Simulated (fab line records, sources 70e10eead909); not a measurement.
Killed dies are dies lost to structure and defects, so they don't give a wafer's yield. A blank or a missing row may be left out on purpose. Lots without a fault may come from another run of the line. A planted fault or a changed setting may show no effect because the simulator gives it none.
Which tool did it? | flow nand_harc | 6 lots, 18 wafers sampled, at 3 steps of a route of 1159

WHAT THE GAUGES READ, wafer by wafer
NHARC_END_SORT_01.
lot  | measured     | on        | killed_at_other
L870 | day 20 06:28 | prober-02 | 0 0 0
L876 | day 21 13:03 | prober-01 | 0 0 0
L881 | day 22 13:20 | prober-01 | 1 0 2
L883 | day 22 21:02 | prober-02 | 0 0 1

WHICH TOOL RAN EACH LOT (tool, then ch and the chambers of the sampled wafers, then the start)
lot  | NHARC_P_BONDPAD_STRIP_15           | NHARC_P_BONDPAD_PRE_CLEAN_26
L870 | rie_diel-06 ch 0,2,3, day 6 18:46  | pvd_sputter-03, day 20 06:28 or earlier
L876 | rie_diel-06 ch 0,3, day 8 03:44    | pvd_sputter-01, day 21 13:03 or earlier
L881 | rie_diel-10 ch 1,2, day 9 11:40    | pvd_sputter-02, day 22 13:20 or earlier
L883 | rie_diel-06 ch 0,2,3, day 10 06:13 | pvd_sputter-03, day 22 21:02 or earlier
L888 | rie_diel-11 ch 0,1,2, day 10 21:46 | pvd_sputter-02, no start
L892 | rie_diel-10 ch 0,1,3, day 11 19:11 | pvd_sputter-03, no start
- NHARC_P_BONDPAD_STRIP_15: strips in O2.
- NHARC_P_BONDPAD_PRE_CLEAN_26: time 30 s.

THE ANSWER, worked out from the rows above alone
Rule: what is usual is taken from the lots themselves. Put in order of their means at a reading, lots are off if they are a third of the lots or fewer, leave a main group of 4 or more, and stand apart from it by a gap of 3 or more times the standard deviation of the main group's means; of several such gaps the widest counts. A main group whose means are all the same, to the digits that the tables above print for the reading, isn't used. A lot without any number at a reading at which 4 lots or more have one is off too. The other lots that the step has rows for count as sound.
No lot is off at any reading shown: from this, nothing can be told.

WHAT THE SIMULATOR HAD PUT IN
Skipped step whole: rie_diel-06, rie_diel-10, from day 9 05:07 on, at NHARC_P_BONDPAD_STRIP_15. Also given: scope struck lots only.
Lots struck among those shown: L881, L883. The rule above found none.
